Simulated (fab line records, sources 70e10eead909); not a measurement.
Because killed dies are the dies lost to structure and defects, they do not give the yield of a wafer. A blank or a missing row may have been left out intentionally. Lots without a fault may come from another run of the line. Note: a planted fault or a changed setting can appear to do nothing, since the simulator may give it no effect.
fab line records | flow nand-harc
record: lots: 24 wafers: 72 last-day: 35
route steps=1302 shown A_BLC@1125 A_M1@1183
lots that met no fault: taken from a fault-free run of the same line
start-h: hours from the record's first day to the start of the lot's first wafer shown | wait-h: hours since the lot's step before | " the same as in the row above | L1.1+2: a single row standing in for several wafers | - no value present, or no start provided | * or withheld: withheld | < > ~ a bound
route shown NAME@n: NAME is a module with steps in the file, n the number in the route of the first one | usual: mean/standard deviation taken from wafers without a fault | same: alike in all rows | chamber/n: place in a boat | sites: the reading at each site | _std_site: how widely they spread, as a standard deviation | _edge_site: mean of outer sites minus mean of inner sites | radius-mm: how far each site lies from the wafer's centre | mask NAME#n: copy n | behind: the tool/chamber that last shaped the wafer | hold: why the lot went on hold/how many hours it stayed there/how the hold came to an end | device: the n, p or np transistor that did not switch | end of line: at the end of the route, the tests of the same wafers | where a step has no rows: the recipe by itself | killed: dies lost to structure and defects at the first sort, not the wafer's yield | map: the dies of a wafer, with x for killed, . for not killed, _ for no die there
set.NAME: the setting that was run; set.NAME@STEP: the one run at that earlier step | model.NAME: the simulator's own value behind a step, which no gauge read
one table for each step of the route and one row for each wafer, over a sample of lots
services: from which hour (start-h, from the record's first day; less than 0 if before it) a tool's chamber was out of use, for how many hours, and why
== steps ==
step: NHARC_A_BLC_STRIP_29
recipe: cf4-flow-sccm: 150 ar-flow-sccm: 0 bias-w: 0 chemistry: CF4
usual: cf4-flow-sccm: 150.1/0.43 drypump-motor-current-A: 5.8/0.48 oes-product-au: 0.996/0.0087 rf-vpp-V: 59.4/0.92 showerhead-plenum-p-Torr: 1.75/0.059 throttle-valve-pct: 13.283/0.0097
columns lot.wafer tool chamber start-h wait-h cf4-flow-sccm drypump-motor-current-A oes-product-au rf-hours-counter-h rf-vpp-V showerhead-plenum-p-Torr throttle-valve-pct
L075.3 rie-diel-12 0 530.33 0.1 150.0 6.3 0.986 6 60.2 1.73 13.275
L075.1 " 1 " " 149.8 5.7 1.000 7 59.4 1.73 13.281
L075.4 " 2 " " 150.2 5.3 0.992 7 61.0 1.82 13.291
L074.3 rie-diel-03 0 532.56 0.1 150.1 6.7 0.996 5 59.7 1.71 13.290
L074.2 " 1 " " 150.3 5.7 1.007 5 59.6 1.75 13.281
L074.5 " 0 " " 150.7 6.7 0.993 - 58.1 1.71 13.273
L076.2 rie-diel-03 0 539.66 0.1 150.1 6.7 1.009 6 58.5 1.71 13.279
L076.4 " 2 " " 150.4 5.6 1.014 4 59.1 1.87 13.290
L076.5 " 0 " " 150.1 6.7 1.000 - 60.1 1.71 13.294
L077.1 rie-diel-12 3 558.74 0.1 149.5 5.9 0.986 9 57.4 1.67 13.288
L077.6 " 1 " " 150.2 5.7 1.002 - 59.1 1.73 13.279
L077.5 " 2 " " 149.8 5.3 1.004 - 59.2 1.82 13.295
L082.3 rie-diel-03 0 619.08 0.1 150.5 6.7 0.983 10 59.5 1.71 13.285
L082.2 " 2 " " 150.1 5.5 0.994 8 59.1 1.87 13.277
L082.6 " 3 " " 149.4 5.3 0.984 - 59.6 1.76 13.298
L081.1 rie-diel-06 0 628.98 0.1 150.7 6.8 0.995 53 59.5 1.70 13.280
L081.3 " 1 " " 149.7 6.1 1.000 60 59.1 1.77 13.286
L081.6 " 3 " " 150.3 5.5 0.984 - 59.3 1.72 13.299
L078.1 rie-diel-06 3 631.94 0.1 150.4 5.4 0.988 51 60.3 1.72 13.284
L078.3 " 1 " " 150.5 6.2 1.000 60 59.0 1.76 13.286
L078.5 " 3 " " 150.1 5.5 0.974 - 58.7 1.72 13.282
L084.3 rie-diel-12 2 640.26 0.1 149.4 5.3 0.984 1 59.8 1.82 13.278
L084.4 " 3 " " 149.9 5.9 0.984 1 58.5 1.67 13.299
L084.5 " 1 " " 150.0 5.7 1.001 - 57.7 1.73 13.292
L080.2 rie-diel-12 1 648.35 0.1 150.0 5.7 1.002 1 59.9 1.73 13.282
L080.4 " 0 " " 149.9 6.3 1.007 1 59.1 1.72 13.296
L080.5 " 1 " " 149.9 5.7 1.005 - 60.2 1.73 13.275
L083.4 rie-diel-03 0 659.05 0.1 150.4 6.7 1.005 1 58.7 1.71 13.274
L083.2 " 1 " " 149.8 5.7 1.002 1 60.7 1.75 13.282
L083.1 " 2 " " 150.7 5.6 0.995 1 61.1 1.87 13.296
L085.4 rie-diel-03 2 666.87 0.1 149.9 5.6 0.996 2 59.2 1.87 13.274
L085.3 " 3 " " 149.8 5.3 0.989 2 59.4 1.76 13.285
L085.6 " 2 " " 150.1 5.6 0.986 - 62.1 1.87 13.279
L086.1 rie-diel-03 1 672.40 0.1 149.9 5.7 0.994 1 58.6 1.75 13.288
L086.4 " 2 " " 150.0 5.6 0.993 2 60.1 1.87 13.290
L086.3 " 0 " " 149.6 6.7 0.997 1 59.1 1.71 13.296
L079.1 rie-diel-03 2 675.47 0.1 150.6 5.6 0.998 2 59.1 1.87 13.289
L079.3 " 0 " " 149.9 6.7 1.005 2 59.9 1.71 13.262
L079.5 " 2 " " 150.3 5.6 1.000 - 58.6 1.87 13.293
L087.1 rie-diel-03 3 680.74 0.1 150.2 5.3 1.004 3 58.9 1.76 13.281
L087.2 " 2 " " 149.8 5.6 0.993 3 60.5 1.87 13.298
L087.5 " 0 " " 149.9 6.7 1.004 - 58.2 1.71 13.283
L088.3 rie-diel-03 1 682.11 0.1 149.7 5.7 1.003 3 59.3 1.75 13.286
L088.4 " 3 " " 150.2 5.3 0.991 3 59.4 1.76 13.283
L088.5 " 1 " " 150.6 5.7 0.987 - 60.4 1.75 13.285
L089.4 rie-diel-12 0 687.06 0.1 149.9 6.3 1.015 4 58.3 1.72 13.288
L089.5 " 1 " " 149.4 5.7 1.010 - 59.7 1.73 13.297
L089.6 " 2 " " 149.3 5.3 0.981 - 58.1 1.82 13.276
L090.3 rie-diel-12 0 688.68 0.1 150.9 6.3 1.007 4 58.2 1.72 13.281
L090.1 " 1 " " 149.8 5.7 1.008 5 58.3 1.73 13.303
L090.5 " 0 " " 150.2 6.3 1.007 - 57.7 1.72 13.281
L091.1 rie-diel-12 2 692.05 0.1 150.5 5.3 0.995 6 60.6 1.82 13.279
L091.5 " 0 " " 149.4 6.3 1.009 - 60.5 1.72 13.279
L091.6 " 1 " " 151.1 5.7 0.993 - 58.8 1.73 13.267
L092.1 rie-diel-03 2 709.15 0.1 149.1 5.6 1.013 6 61.1 1.87 13.288
L092.5 " 0 " " 150.1 6.7 1.010 - 59.0 1.71 13.284
L092.6 " 2 " " 150.0 5.6 1.000 - 59.6 1.87 13.296
L094.3 rie-diel-12 3 716.51 0.1 150.2 5.9 1.002 7 57.7 1.67 13.266
L094.1 " 0 " " 149.7 6.3 1.021 6 59.2 1.72 13.292
L094.2 " 1 " " 150.3 5.7 1.004 7 59.4 1.73 13.285
L093.1 rie-diel-06 2 716.59 0.1 149.7 5.9 0.993 17 60.3 1.65 13.295
L093.2 " 0 " " 149.7 6.8 0.984 12 60.0 1.70 13.269
L093.5 " 2 " " 150.0 5.9 0.993 - 57.2 1.65 13.275
L095.3 rie-diel-12 1 748.33 0.1 150.0 5.7 0.995 11 60.3 1.73 13.279
L095.1 " 2 " " 149.6 5.3 0.989 11 59.3 1.82 13.250
L095.5 " 1 " " 149.2 5.7 1.001 - 59.2 1.73 13.293
L096.3 rie-diel-12 2 750.51 0.1 150.3 5.3 0.987 11 60.5 1.82 13.290
L096.5 " 2 " " 150.6 5.3 0.989 - 59.9 1.82 13.267
L096.6 " 3 " " 149.7 5.9 0.992 - 57.4 1.67 13.277
L097.2 rie-diel-03 0 785.97 0.1 150.2 6.7 0.988 8 59.9 1.71 13.275
L097.3 " 3 " " 150.5 5.3 0.988 9 58.7 1.75 13.296
L097.6 " 0 " " 149.9 6.7 0.995 - 59.5 1.71 13.275
step: NHARC_A_BLC_DEGAS_30
recipe: temp-c: 300 time-s: 60
usual: heater-power-w: 487/36 susceptor-temp-C: 300.00/0.16
columns lot.wafer tool chamber start-h wait-h heater-power-w susceptor-temp-C
L075.3 pvd-sputter-02 - 530.87 - 452 300.03
L075.1 " - " " 439 299.99
L075.4 " - " " 460 300.03
L074.2 pvd-sputter-01 - 533.08 - 510 300.08
L074.3 " - " " 511 299.86
L074.5 " - " " 528 299.88
L076.2 pvd-sputter-03 - 540.18 - 518 300.09
L076.4 " - " " 470 300.04
L076.5 " - " " 537 300.03
L077.1 pvd-sputter-02 - 559.27 - 454 300.05
L077.5 " - " " 465 299.88
L077.6 " - " " 447 300.07
L082.2 pvd-sputter-01 - 619.63 - 477 300.15
L082.3 " - " " 549 299.67
L082.6 " - " " 460 300.01
L081.3 pvd-sputter-01 - 629.50 - 502 300.30
L081.1 " - " " 489 299.82
L081.6 " - " " 505 300.62
L078.1 pvd-sputter-03 - 632.47 - 483 299.80
L078.3 " - " " 459 299.99
L078.5 " - " " 474 299.97
L084.3 pvd-sputter-03 - 640.78 - 472 299.95
L084.4 " - " " 540 299.93
L084.5 " - " " 474 299.95
L080.2 pvd-sputter-02 - 648.88 - 450 300.11
L080.4 " - " " 463 300.05
L080.5 " - " " 415 299.75
L083.4 pvd-sputter-03 - 659.56 - 538 -
L083.2 " - " " 523 -
L083.1 " - " " 483 -
L085.4 pvd-sputter-01 - 667.39 - 467 299.94
L085.3 " - " " 498 300.23
L085.6 " - " " 491 299.97
L086.1 pvd-sputter-01 - 672.92 - 477 300.13
L086.3 " - " " 505 300.13
L086.4 " - " " 549 300.13
L079.3 pvd-sputter-01 - 675.99 - 459 -
L079.1 " - " " 503 -
L079.5 " - " " 461 -
L087.1 pvd-sputter-03 - 681.27 - 464 300.25
L087.2 " - " " 538 299.85
L087.5 " - " " 469 300.06
L088.4 pvd-sputter-03 - 682.66 - 512 299.84
L088.3 " - " " 474 299.95
L088.5 " - " " 537 299.77
L089.4 pvd-sputter-02 - 687.56 - 467 299.71
L089.5 " - " " 422 299.94
L089.6 " - " " 464 299.89
L090.1 pvd-sputter-01 - 689.21 - 490 300.08
L090.3 " - " " 542 299.91
L090.5 " - " " 489 300.04
L091.1 pvd-sputter-01 - 692.57 - 531 300.30
L091.6 " - " " 501 299.94
L091.5 " - " " 549 300.30
L092.1 pvd-sputter-02 - 709.70 - 483 299.80
L092.5 " - " " 422 300.01
L092.6 " - " " 450 299.85
L094.3 pvd-sputter-01 - 717.05 - 469 -
L094.2 " - " " 498 -
L094.1 " - " " 538 -
L093.1 pvd-sputter-01 - 717.11 - 488 -
L093.2 " - " " 510 -
L093.5 " - " " 458 -
L095.3 pvd-sputter-02 - 748.87 - 451 -
L095.1 " - " " 465 -
L095.5 " - " " 428 -
L096.3 pvd-sputter-03 - 751.04 - 549 299.95
L096.5 " - " " 482 300.01
L096.6 " - " " 540 300.15
L097.2 pvd-sputter-03 - 786.50 - 490 299.99
L097.3 " - " " 552 299.92
L097.6 " - " " 499 299.95
step: NHARC_A_BLC_ALD_23
recipe: target-thk-a: 30 pulse-time-s: 1 ald-cycles: 150 temp-c: 450 material: TiN
usual: heater-power-outer-w: 641/73 heater-power-w: 1021/120 precursor-pulse-height-rel: 0.999/0.019 susceptor-temp-C: 450.00/0.23
columns lot.wafer tool chamber start-h wait-h heater-power-outer-w heater-power-w precursor-pulse-height-rel susceptor-temp-C
L075.3 ald-metal-02 2 531.13 - 588 990 1.015 449.92
L075.1 " 3 " " 710 1110 1.010 450.24
L075.4 " 0 " " 605 976 0.992 449.70
L074.3 ald-metal-02 1 533.33 - 545 832 1.001 450.42
L074.2 " 3 " " 701 1115 0.975 450.03
L074.5 " 0 " " 597 974 0.977 450.19
L076.2 ald-metal-03 0 540.42 - 746 1147 1.019 449.88
L076.4 " 1 " " 796 1273 0.990 450.12
L076.5 " 0 " " 746 1172 1.023 450.02
L077.1 ald-metal-03 0 559.55 - 730 1175 1.023 449.94
L077.5 " 3 " " 572 908 0.967 449.67
L077.6 " 0 " " 746 1184 1.026 450.03
L082.2 ald-metal-03 3 619.87 - 554 896 1.017 450.12
L082.3 " 1 " " 751 1188 0.997 449.84
L082.6 " 0 " " 699 1170 0.980 450.10
L081.1 ald-metal-02 0 629.77 - 596 951 0.973 449.96
L081.3 " 1 " " 533 826 1.006 449.61
L081.6 " 0 " " 584 964 1.000 450.09
L078.3 ald-metal-02 1 632.73 - 539 830 1.019 449.82
L078.1 " 2 " " 593 1024 0.989 450.10
L078.5 " 2 " " 596 1025 0.985 449.81
L084.4 ald-metal-02 0 641.04 - 594 951 0.994 450.19
L084.3 " 2 " " 604 1022 1.000 449.96
L084.5 " 1 " " 531 816 1.005 449.89
L080.4 ald-metal-02 0 649.11 - 584 974 1.007 449.93
L080.2 " 2 " " 584 1035 0.977 450.15
L080.5 " 1 " " 537 843 1.010 449.86
L083.1 ald-metal-02 1 659.81 - 527 828 0.975 450.39
L083.4 " 2 " " 595 1013 0.973 450.45
L083.2 " 3 " " 668 1053 1.027 449.93
L085.4 ald-metal-03 0 667.76 - 721 1139 1.033 449.65
L085.3 " 1 " " 732 1194 0.981 449.80
L085.6 " 0 " " 730 1137 0.966 449.69
L086.3 ald-metal-01 2 673.19 - 733 1130 0.982 449.76
L086.4 " 3 " " 638 964 1.018 450.43
L086.1 " 0 " " 630 995 0.951 449.61
L079.3 ald-metal-03 0 676.23 - 723 1185 0.997 449.91
L079.1 " 2 " " 654 934 1.026 449.96
L079.5 " 0 " " 718 1151 0.992 449.77
L087.1 ald-metal-01 3 681.53 - 640 998 0.988 449.73
L087.2 " 0 " " 611 970 1.016 450.00
L087.5 " 2 " " 747 1131 1.013 449.85
L088.3 ald-metal-03 3 682.92 - 563 914 1.041 449.91
L088.4 " 0 " " 713 1173 1.024 449.97
L088.5 " 1 " " 722 1221 1.011 450.06
L089.4 ald-metal-03 0 687.83 - 713 1178 1.018 449.87
L089.5 " 2 " " 649 967 0.958 450.16
L089.6 " 3 " " 573 907 1.001 449.84
L090.3 ald-metal-02 3 689.45 - 689 1080 1.028 450.46
L090.1 " 0 " " 604 973 0.979 450.14
L090.5 " 0 " " 606 977 0.987 450.12
L091.1 ald-metal-01 3 692.80 - 660 991 0.999 449.90
L091.6 " 3 " " 643 991 1.018 449.90
L091.5 " 0 " " 598 974 0.999 449.89
L092.1 ald-metal-03 1 709.95 - 736 1228 0.964 449.52
L092.5 " 0 " " 717 1200 0.993 450.13
L092.6 " 1 " " 751 1209 0.957 449.71
L094.2 ald-metal-01 1 717.37 - 631 1065 0.988 449.52
L094.3 " 3 " " 638 979 1.011 449.72
L094.1 " 0 " " 607 1000 1.010 449.95
L093.2 ald-metal-03 0 717.45 - 736 1151 0.985 450.09
L093.1 " 1 " " 764 1209 0.998 450.07
L093.5 " 0 " " 729 1183 0.991 450.00
L095.1 ald-metal-02 1 749.09 - 554 843 0.999 450.18
L095.3 " 3 " " 673 1050 1.006 449.84
L095.5 " 1 " " 550 834 1.003 450.10
L096.3 ald-metal-02 1 751.30 - 527 841 0.989 450.04
L096.6 " 0 " " 591 952 1.027 450.28
L096.5 " 1 " " 549 824 0.982 449.89
L097.2 ald-metal-01 2 786.74 - 730 1121 0.986 450.08
L097.3 " 3 " " 633 941 1.029 449.67
L097.6 " 3 " " 654 974 0.995 450.03
step: NHARC_A_M1_ETCH_35
recipe: target-depth-a: 400 overetch-a: 120 time-s: 43.94 ion-energy-ev: 200 n2-flow-sccm: 150 h2-flow-sccm: 150 ar-flow-sccm: 0 rf-w: 400 bias-w: 150 chemistry: N2/H2
usual: drypump-motor-current-A: 5.75/0.25 oes-product-au: 0.996/0.0093 rf-vpp-V: 429.8/2.2 showerhead-plenum-p-Torr: 2.01/0.076 throttle-valve-pct: 14.172/0.0099
columns lot.wafer tool chamber start-h wait-h drypump-motor-current-A oes-product-au rf-hours-counter-h rf-vpp-V showerhead-plenum-p-Torr throttle-valve-pct
L075.1 rie-diel-13 0 537.50 0.1 5.90 0.994 0.6 427.1 1.94 14.174
L075.3 " 2 " " 6.11 1.006 0.6 429.1 1.99 14.175
L075.4 " 2 " " 6.14 1.006 - 429.2 1.99 14.149
L074.3 rie-diel-02 2 539.77 0.1 5.68 0.982 8.1 430.3 2.00 14.188
L074.2 " 0 " " 5.49 0.985 8.5 433.7 2.13 14.179
L074.5 " 2 " " 5.69 0.985 - 428.5 2.00 14.194
L076.2 rie-diel-02 1 547.99 0.1 5.90 0.998 9.0 426.8 1.95 14.172
L076.4 " 2 " " 5.70 0.990 9.0 429.3 2.00 14.171
L076.5 " 1 " " 5.88 1.003 - 428.3 1.95 14.178
L077.1 rie-diel-13 2 566.25 0.1 6.16 0.992 1.4 428.3 1.99 14.176
L077.5 " 3 " " 5.42 0.984 - 430.4 1.97 14.175
L077.6 " 0 " " 5.88 0.999 - 428.1 1.94 14.156
L082.3 rie-diel-13 3 626.20 0.1 5.40 1.000 2.8 428.8 1.97 14.182
L082.2 " 0 " " 5.88 0.996 2.7 427.5 1.93 14.174
L082.6 " 3 " " 5.42 0.994 - 428.6 1.97 14.174
L081.3 rie-diel-13 3 636.15 0.1 5.41 1.000 3.4 429.1 1.97 14.169
L081.1 " 1 " " 5.66 0.999 2.2 432.1 2.14 14.202
L081.6 " 3 " " 5.42 0.992 - 429.5 1.97 14.175
L078.1 rie-diel-13 1 639.25 0.1 5.68 1.007 2.3 434.7 2.14 14.182
L078.3 " 2 " " 6.06 0.997 2.6 429.6 1.99 14.187
L078.5 " 3 " " 5.43 1.002 - 428.1 1.97 14.176
L084.3 rie-diel-13 1 647.53 0.1 5.67 1.006 2.4 434.3 2.14 14.171
L084.4 " 2 " " 6.11 0.990 2.7 429.6 1.99 14.183
L084.5 " 1 " " 5.67 1.003 - 433.3 2.14 14.154
L080.2 rie-diel-02 3 655.53 0.1 5.75 0.999 3.0 429.3 2.03 14.168
L080.4 " 3 " " 5.74 0.991 - 429.3 2.03 14.178
L080.5 " 1 " " 5.94 1.004 - 428.6 1.95 14.173
L083.2 rie-diel-13 3 666.18 0.1 5.42 0.992 4.0 429.8 1.97 14.177
L083.1 " 0 " " 5.89 1.001 3.7 428.4 1.93 14.192
L083.4 " 1 " " 5.66 1.018 2.8 432.3 2.14 14.192
L085.4 rie-diel-11 2 673.85 0.1 5.41 0.986 3.8 430.2 1.99 14.195
L085.3 " 3 " " 6.34 0.999 3.6 433.8 2.14 14.162
L085.6 " 1 " " 5.55 0.990 - 424.6 1.88 14.171
L086.4 rie-diel-13 0 680.03 0.1 5.89 1.002 4.0 428.8 1.93 14.177
L086.1 " 2 " " 6.15 1.007 3.4 429.5 1.99 14.181
L086.3 " 3 " " 5.42 0.993 4.2 429.3 1.97 14.195
L079.1 rie-diel-02 0 683.11 0.1 5.48 0.985 5.1 433.8 2.13 14.181
L079.3 " 1 " " 5.96 0.997 5.4 428.5 1.95 14.160
L079.5 " 0 " " 5.51 0.994 - 432.9 2.13 14.171
L087.2 rie-diel-02 1 687.77 0.1 5.99 0.997 5.5 427.1 1.95 14.183
L087.1 " 3 " " 5.73 0.991 5.2 430.4 2.03 14.157
L087.5 " 1 " " 5.97 0.993 - 429.0 1.95 14.183
L088.3 rie-diel-13 2 689.51 0.1 6.11 0.997 3.6 429.0 1.99 14.158
L088.4 " 3 " " 5.41 0.990 4.5 428.0 1.97 14.160
L088.5 " 2 " " 6.17 0.999 - 429.1 1.99 14.175
L089.4 rie-diel-11 0 694.44 0.1 5.80 0.991 5.6 432.7 2.10 14.163
L089.5 " 0 " " 5.79 0.987 - 432.1 2.10 14.173
L089.6 " 1 " " 5.58 0.986 - 426.0 1.88 14.162
L090.1 rie-diel-02 0 695.73 0.1 5.53 0.997 6.3 432.6 2.13 14.165
L090.3 " 1 " " 5.93 1.007 6.4 427.4 1.95 14.172
L090.5 " 1 " " 5.99 1.007 - 428.0 1.95 14.190
L091.1 rie-diel-11 1 699.28 0.1 5.56 0.985 5.9 425.6 1.88 14.160
L091.6 " 3 " " 6.34 0.995 - 430.8 2.14 14.163
L091.5 " 0 " " 5.84 0.985 - 431.8 2.10 14.180
L092.1 rie-diel-11 2 717.10 0.1 5.41 0.980 5.7 429.3 1.99 14.164
L092.5 " 1 " " 5.57 0.984 - 426.0 1.88 14.173
L092.6 " 2 " " 5.43 0.998 - 430.2 1.99 14.156
L093.1 rie-diel-13 0 723.73 0.1 5.88 0.995 0.3 428.1 1.93 14.153
L093.2 " 3 " " 5.42 0.991 0.2 429.9 1.97 14.170
L093.5 " 1 " " 5.67 0.992 - 434.0 2.14 14.167
L094.2 rie-diel-13 2 724.27 0.1 6.11 1.011 0.3 430.2 1.99 14.177
L094.1 " 0 " " 5.88 0.986 0.3 427.1 1.93 14.170
L094.3 " 1 " " 5.65 0.988 0.4 433.9 2.14 14.168
L095.1 rie-diel-13 3 755.37 0.1 5.39 0.983 1.4 428.4 1.97 14.165
L095.3 " 1 " " 5.67 0.997 1.6 432.0 2.14 14.168
L095.5 " 3 " " 5.39 0.988 - 428.3 1.97 14.185
L096.3 rie-diel-02 2 757.47 0.1 5.67 1.000 0.0 429.1 2.00 14.167
L096.6 " 0 " " 5.52 0.997 - 432.1 2.13 14.161
L096.5 " 1 " " 5.93 1.005 - 430.0 1.95 14.180
L097.3 rie-diel-02 1 793.54 0.1 5.97 1.017 1.8 429.1 1.94 14.175
L097.2 " 2 " " 5.65 1.014 2.5 428.3 2.00 14.172
L097.6 " 2 " " 5.70 1.007 - 427.4 2.00 14.184
step: NHARC_A_M1_ETCH_15
recipe: target-depth-a: 1825 time-s: 91.2 c4f8-flow-sccm: withheld ar-flow-sccm: 400 rf-w: 600 bias-w: 300 chemistry: C4F8/Ar
usual: oes-product-au: 0.955/0.019 rf-vpp-V: 440.3/2.4
columns lot.wafer tool chamber start-h wait-h oes-product-au rf-hours-counter-h rf-vpp-V
L075.3 rie-diel-13 0 - - 0.948 0.6 438.7
L075.1 " 3 " " 0.954 0.6 438.8
L075.4 " 3 " " 0.947 - 439.5
L074.3 rie-diel-02 0 - - 0.942 8.5 443.6
L074.2 " 2 " " 0.962 8.2 439.4
L074.5 " 0 " " 0.941 - 442.4
L076.4 rie-diel-02 0 - - 0.952 9.9 442.4
L076.2 " 1 " " 0.977 9.1 438.3
L076.5 " 3 " " 0.957 - 440.2
L077.1 rie-diel-13 2 - - 0.976 1.4 438.2
L077.6 " 3 " " 0.970 - 440.1
L077.5 " 0 " " 0.968 - 438.6
L082.2 rie-diel-13 2 - - 0.917 2.2 439.4
L082.3 " 3 " " 0.934 2.9 439.3
L082.6 " 2 " " 0.938 - 440.1
L081.1 rie-diel-13 0 - - 0.974 3.2 437.8
L081.3 " 1 " " 0.978 2.3 442.4
L081.6 " 3 " " 0.963 - 437.8
L078.1 rie-diel-13 1 - - 0.926 2.3 443.2
L078.3 " 2 " " 0.918 2.7 440.6
L078.5 " 0 " " 0.922 - 436.1
L084.4 rie-diel-13 0 - - 0.966 3.4 438.9
L084.3 " 1 " " 0.974 2.4 445.0
L084.5 " 3 " " 0.949 - 441.0
L080.2 rie-diel-02 3 - - 0.918 3.0 440.0
L080.5 " 1 " " 0.927 - 438.2
L080.4 " 2 " " 0.927 - 439.9
L083.1 rie-diel-13 0 - - 0.964 3.7 437.5
L083.4 " 1 " " 0.961 2.8 444.0
L083.2 " 2 " " 0.963 3.2 437.5
L085.3 rie-diel-11 1 - - 0.928 3.8 435.3
L085.4 " 0 " " 0.946 3.6 442.5
L085.6 " 2 " " 0.929 - 439.0
L086.1 rie-diel-13 1 - - 0.964 3.0 443.1
L086.3 " 2 " " 0.961 3.4 438.9
L086.4 " 3 " " 0.931 4.2 437.8
L079.3 rie-diel-02 0 - - 0.960 5.1 443.0
L079.1 " 1 " " 0.969 5.5 439.1
L079.5 " 2 " " 0.958 - 439.5
L087.2 rie-diel-02 0 - - 0.959 5.2 442.5
L087.1 " 2 " " 0.986 5.5 439.4
L087.5 " 0 " " 0.952 - 442.9
L088.4 rie-diel-13 1 - - 0.982 3.3 443.4
L088.3 " 3 " " 0.951 4.5 438.6
L088.5 " 2 " " 0.967 - 439.3
L089.4 rie-diel-11 0 - - 0.953 5.6 442.1
L089.6 " 0 " " 0.973 - 442.0
L089.5 " 1 " " 0.954 - 436.7
L090.3 rie-diel-02 2 - - 0.964 6.5 439.5
L090.1 " 3 " " 0.976 6.4 439.1
L090.5 " 2 " " 0.969 - 439.0
L091.1 rie-diel-11 1 - - 0.942 5.9 437.5
L091.6 " 3 " " 0.990 - 443.9
L091.5 " 0 " " 0.946 - 442.9
L092.1 rie-diel-11 3 - - 0.930 5.7 444.3
L092.6 " 3 " " 0.935 - 444.8
L092.5 " 0 " " 0.919 - 444.2
L093.1 rie-diel-13 2 - - 0.990 0.3 439.6
L093.2 " 3 " " 0.956 0.3 438.1
L093.5 " 0 " " 0.965 - 437.4
L094.1 rie-diel-13 0 - - 0.961 0.4 436.3
L094.2 " 1 " " 0.977 0.4 443.4
L094.3 " 3 " " 0.948 0.3 437.4
L095.3 rie-diel-13 0 - - 0.950 1.6 438.7
L095.1 " 2 " " 0.939 1.4 439.6
L095.5 " 0 " " 0.951 - 436.0
L096.3 rie-diel-02 0 - - 0.969 0.0 441.7
L096.6 " 0 " " 0.974 - 443.6
L096.5 " 1 " " 0.974 - 439.3
L097.3 rie-diel-02 1 - - 0.964 1.9 440.0
L097.2 " 2 " " 0.981 2.5 438.8
L097.6 " 3 " " 0.970 - 441.0
step: NHARC_A_M1_PRE_CLEAN_30
recipe: time-s: 30 temp-c: 280 gas: H2/He
usual: heater-power-w: 424/31 susceptor-temp-C: 280.00/0.19
columns lot.wafer tool chamber start-h wait-h heater-power-w susceptor-temp-C
L075.3 pvd-sputter-01 - - - 429 279.72
L075.1 " - " " 439 279.62
L075.4 " - " " 469 280.02
L074.2 pvd-sputter-01 - - - 448 279.85
L074.3 " - " " 392 280.06
L074.5 " - " " 469 280.03
L076.2 pvd-sputter-02 - - - 393 279.88
L076.4 " - " " 394 279.98
L076.5 " - " " 408 279.84
L077.1 pvd-sputter-03 - - - 466 279.94
L077.5 " - " " 413 280.00
L077.6 " - " " 413 280.00
L082.3 pvd-sputter-01 - - - 403 280.19
L082.2 " - " " 433 280.07
L082.6 " - " " 414 280.33
L081.3 pvd-sputter-02 - - - 389 279.88
L081.1 " - " " 398 280.04
L081.6 " - " " 400 280.13
L078.1 pvd-sputter-01 - - - 439 279.82
L078.3 " - " " 440 279.97
L078.5 " - " " 414 279.85
L084.4 pvd-sputter-03 - - - 404 280.10
L084.3 " - " " 468 280.02
L084.5 " - " " 409 279.91
L080.2 pvd-sputter-03 - - - 449 279.95
L080.4 " - " " 414 279.77
L080.5 " - " " 408 280.11
L083.4 pvd-sputter-03 - - - 414 279.84
L083.1 " - " " 408 280.08
L083.2 " - " " 483 280.02
L085.3 pvd-sputter-01 - - - 476 279.83
L085.4 " - " " 448 280.10
L085.6 " - " " 480 280.11
L086.3 pvd-sputter-02 - - - 370 280.27
L086.1 " - " " 406 280.03
L086.4 " - " " 417 279.89
L079.1 pvd-sputter-01 - - - 442 279.82
L079.3 " - " " 461 279.98
L079.5 " - " " 432 280.02
L087.2 pvd-sputter-02 - - - 367 279.85
L087.1 " - " " 412 280.00
L087.5 " - " " 392 280.14
L088.3 pvd-sputter-03 - - - 469 279.79
L088.4 " - " " 415 279.92
L088.5 " - " " 469 280.08
L089.4 pvd-sputter-03 - - - 414 280.16
L089.5 " - " " 466 279.86
L089.6 " - " " 416 280.23
L090.1 pvd-sputter-03 - - - 411 280.08
L090.3 " - " " 411 280.22
L090.5 " - " " 417 280.22
L091.1 pvd-sputter-01 - - - 411 279.77
L091.6 " - " " 437 279.72
L091.5 " - " " 468 279.84
L092.1 pvd-sputter-02 - - - 381 280.34
L092.6 " - " " 403 280.00
L092.5 " - " " 417 279.88
L093.2 pvd-sputter-01 - - - 414 280.03
L093.1 " - " " 466 279.83
L093.5 " - " " 410 279.87
L094.2 pvd-sputter-01 - - - 408 -
L094.3 " - " " 435 -
L094.1 " - " " 466 -
L095.1 pvd-sputter-02 - - - 402 280.01
L095.3 " - " " 416 280.22
L095.5 " - " " 374 280.23
L096.3 pvd-sputter-02 - - - 382 279.74
L096.5 " - " " 367 279.81
L096.6 " - " " 414 280.32
L097.3 pvd-sputter-01 - - - 430 280.32
L097.2 " - " " 450 280.24
L097.6 " - " " 385 280.70
== services ==
columns tool chamber start-h hours kind
rie-diel-03 2 508.13 11.4 repair
rie-diel-13 - 519.00 9.0 pm
pvd-sputter-03 - 526.03 10.0 pm
pvd-sputter-01 - 541.99 3.6 repair
rie-diel-02 0 550.30 3.8 repair
rie-diel-02 - 570.70 9.0 pm
pvd-sputter-01 - 582.00 10.0 pm
rie-diel-13 2 587.17 4.7 repair
rie-diel-02 - 610.24 0.6 repair
rie-diel-03 1 614.52 8.6 repair
rie-diel-03 0 621.13 13.1 repair
pvd-sputter-02 - 638.02 10.0 pm
rie-diel-02 0 655.16 3.5 repair
pvd-sputter-02 - 664.95 2.2 repair
rie-diel-13 - 696.00 9.0 pm
pvd-sputter-03 - 704.03 10.0 pm
pvd-sputter-01 - 731.91 5.0 repair
pvd-sputter-02 - 735.53 1.5 repair
pvd-sputter-03 - 740.42 3.6 repair
rie-diel-02 - 747.70 9.0 pm
pvd-sputter-01 - 760.00 10.0 pm
rie-diel-02 1 761.89 5.4 repair
rie-diel-02 3 763.09 4.6 repair
pvd-sputter-03 - 769.48 0.5 repair
== key ==
fault none
